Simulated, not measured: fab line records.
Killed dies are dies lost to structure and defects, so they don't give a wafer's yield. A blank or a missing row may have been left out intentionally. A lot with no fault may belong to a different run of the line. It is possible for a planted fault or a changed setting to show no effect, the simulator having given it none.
Matching of chambers || flow n5 finfet || N5_FIN_CUT_DESCUM_13 on rie diel-01: 4 sister chambers
The step chemistry O2, time 7 s. 22 wafers are shown with their chamber, then 11 later ones without.

WAFERS WITH THEIR CHAMBER
{"wafer": "L074.3", "chamber": 2, "throttle valve pct (%)": 21.0, "showerhead plenum p Torr (Torr)": 2.10, "oes product au (a.u.)": 0.74}
{"wafer": "L074.5", "chamber": 1, "throttle valve pct (%)": 20.0, "showerhead plenum p Torr (Torr)": 1.99, "oes product au (a.u.)": 0.73}
{"wafer": "L074.6", "chamber": 2, "throttle valve pct (%)": 21.0, "showerhead plenum p Torr (Torr)": 2.10, "oes product au (a.u.)": 0.75}
{"wafer": "L075.2", "chamber": 3, "throttle valve pct (%)": 20.6, "showerhead plenum p Torr (Torr)": 2.20, "oes product au (a.u.)": 0.78}
{"wafer": "L075.4", "chamber": 2, "throttle valve pct (%)": 21.0, "showerhead plenum p Torr (Torr)": 2.10, "oes product au (a.u.)": 0.74}
{"wafer": "L075.6", "chamber": 2, "throttle valve pct (%)": 21.0, "showerhead plenum p Torr (Torr)": 2.10, "oes product au (a.u.)": 0.75}
{"wafer": "L076.1", "chamber": 1, "throttle valve pct (%)": 20.0, "showerhead plenum p Torr (Torr)": 1.99, "oes product au (a.u.)": 0.72}
{"wafer": "L076.4", "chamber": 3, "throttle valve pct (%)": 20.6, "showerhead plenum p Torr (Torr)": 2.20, "oes product au (a.u.)": 0.78}
{"wafer": "L076.5", "chamber": 3, "throttle valve pct (%)": 20.6, "showerhead plenum p Torr (Torr)": 2.20, "oes product au (a.u.)": 0.78}
{"wafer": "L079.1", "chamber": 3, "throttle valve pct (%)": 20.6, "showerhead plenum p Torr (Torr)": 2.20, "oes product au (a.u.)": 0.78}
{"wafer": "L079.2", "chamber": 2, "throttle valve pct (%)": 21.0, "showerhead plenum p Torr (Torr)": 2.10, "oes product au (a.u.)": 0.74}
{"wafer": "L079.3", "chamber": 1, "throttle valve pct (%)": 20.0, "showerhead plenum p Torr (Torr)": 1.99, "oes product au (a.u.)": 0.71}
{"wafer": "L081.1", "chamber": 1, "throttle valve pct (%)": 20.0, "showerhead plenum p Torr (Torr)": 1.99, "oes product au (a.u.)": 0.71}
{"wafer": "L081.2", "chamber": 3, "throttle valve pct (%)": 20.7, "showerhead plenum p Torr (Torr)": 2.20, "oes product au (a.u.)": 0.77}
{"wafer": "L081.5", "chamber": 3, "throttle valve pct (%)": 20.7, "showerhead plenum p Torr (Torr)": 2.20, "oes product au (a.u.)": 0.76}
{"wafer": "L082.3", "chamber": 3, "throttle valve pct (%)": 20.7, "showerhead plenum p Torr (Torr)": 2.20, "oes product au (a.u.)": 0.76}
{"wafer": "L082.4", "chamber": 1, "throttle valve pct (%)": 20.0, "showerhead plenum p Torr (Torr)": 1.98, "oes product au (a.u.)": 0.70}
{"wafer": "L082.6", "chamber": 3, "throttle valve pct (%)": 20.7, "showerhead plenum p Torr (Torr)": 2.19, "oes product au (a.u.)": 0.77}
{"wafer": "L083.2", "chamber": 1, "throttle valve pct (%)": 20.0, "showerhead plenum p Torr (Torr)": 1.98, "oes product au (a.u.)": 0.70}
{"wafer": "L083.4", "chamber": 3, "throttle valve pct (%)": 20.7, "showerhead plenum p Torr (Torr)": 2.19, "oes product au (a.u.)": 0.76}
{"wafer": "L083.6", "chamber": 0, "throttle valve pct (%)": 20.0, "showerhead plenum p Torr (Torr)": 2.12, "oes product au (a.u.)": 0.98}
{"wafer": "L086.2", "chamber": 0, "throttle valve pct (%)": 20.0, "showerhead plenum p Torr (Torr)": 2.12, "oes product au (a.u.)": 0.95}

SIGNATURES, as means of the wafers listed above
{"reading": "throttle valve pct", "chamber 0": 20.000, "chamber 1": 20.000, "chamber 2": 21.000, "chamber 3": 20.656, "scatter within a chamber": 0.0351}
{"reading": "showerhead plenum p Torr", "chamber 0": 2.1200, "chamber 1": 1.9867, "chamber 2": 2.1000, "chamber 3": 2.1978, "scatter within a chamber": 0.00401}
{"reading": "oes product au", "chamber 0": 0.9650, "chamber 1": 0.7117, "chamber 2": 0.7440, "chamber 3": 0.7711, "scatter within a chamber": 0.0104}
Rule: for each reading, subtract the chamber's mean from the wafer's reading, divide by that reading's scatter and square the result; add these up over the readings and take the root, which gives the wafer's distance from the chamber. If the next closest chamber is less than 2 further off than the closest, the wafer can't be placed; otherwise it belongs to the closest. The scatter: the root of (the sum of the squares of (reading less its chamber's mean) over the shown wafers, divided by (wafers less chambers)).

WAFERS WITHOUT THEIR CHAMBER
{"wafer": "L086.3", "throttle valve pct (%)": 20.7, "showerhead plenum p Torr (Torr)": 2.19, "oes product au (a.u.)": 0.75}
{"wafer": "L086.5", "throttle valve pct (%)": 21.0, "showerhead plenum p Torr (Torr)": 2.09, "oes product au (a.u.)": 0.72}
{"wafer": "L088.2", "throttle valve pct (%)": 21.0, "showerhead plenum p Torr (Torr)": 2.09, "oes product au (a.u.)": 0.72}
{"wafer": "L088.4", "throttle valve pct (%)": 20.7, "showerhead plenum p Torr (Torr)": 2.19, "oes product au (a.u.)": 0.76}
{"wafer": "L088.5", "throttle valve pct (%)": 20.0, "showerhead plenum p Torr (Torr)": 1.98, "oes product au (a.u.)": 0.69}
{"wafer": "L091.1", "throttle valve pct (%)": 20.0, "showerhead plenum p Torr (Torr)": 2.12, "oes product au (a.u.)": 0.94}
{"wafer": "L091.5", "throttle valve pct (%)": 20.0, "showerhead plenum p Torr (Torr)": 2.12, "oes product au (a.u.)": 0.94}
{"wafer": "L091.6", "throttle valve pct (%)": 20.0, "showerhead plenum p Torr (Torr)": 1.98, "oes product au (a.u.)": 0.69}
{"wafer": "L097.1", "throttle valve pct (%)": 21.0, "showerhead plenum p Torr (Torr)": 2.09, "oes product au (a.u.)": 0.71}
{"wafer": "L097.5", "throttle valve pct (%)": 20.1, "showerhead plenum p Torr (Torr)": 1.98, "oes product au (a.u.)": 0.68}
{"wafer": "L097.6", "throttle valve pct (%)": 20.0, "showerhead plenum p Torr (Torr)": 2.12, "oes product au (a.u.)": 0.91}

WHICH CHAMBER EACH ONE RAN IN
{"wafer": "L086.3", "from the rows above": 3, "in truth": 3}
{"wafer": "L086.5", "from the rows above": 2, "in truth": 2}
{"wafer": "L088.2", "from the rows above": 2, "in truth": 2}
{"wafer": "L088.4", "from the rows above": 3, "in truth": 3}
{"wafer": "L088.5", "from the rows above": 1, "in truth": 1}
{"wafer": "L091.1", "from the rows above": 0, "in truth": 0}
{"wafer": "L091.5", "from the rows above": 0, "in truth": 0}
{"wafer": "L091.6", "from the rows above": 1, "in truth": 1}
{"wafer": "L097.1", "from the rows above": 2, "in truth": 2}
{"wafer": "L097.5", "from the rows above": 1, "in truth": 1}
{"wafer": "L097.6", "from the rows above": 0, "in truth": 0}
Placed correctly: 11 of 11. From these rows, 0 cannot be placed. Placed wrongly: 0.
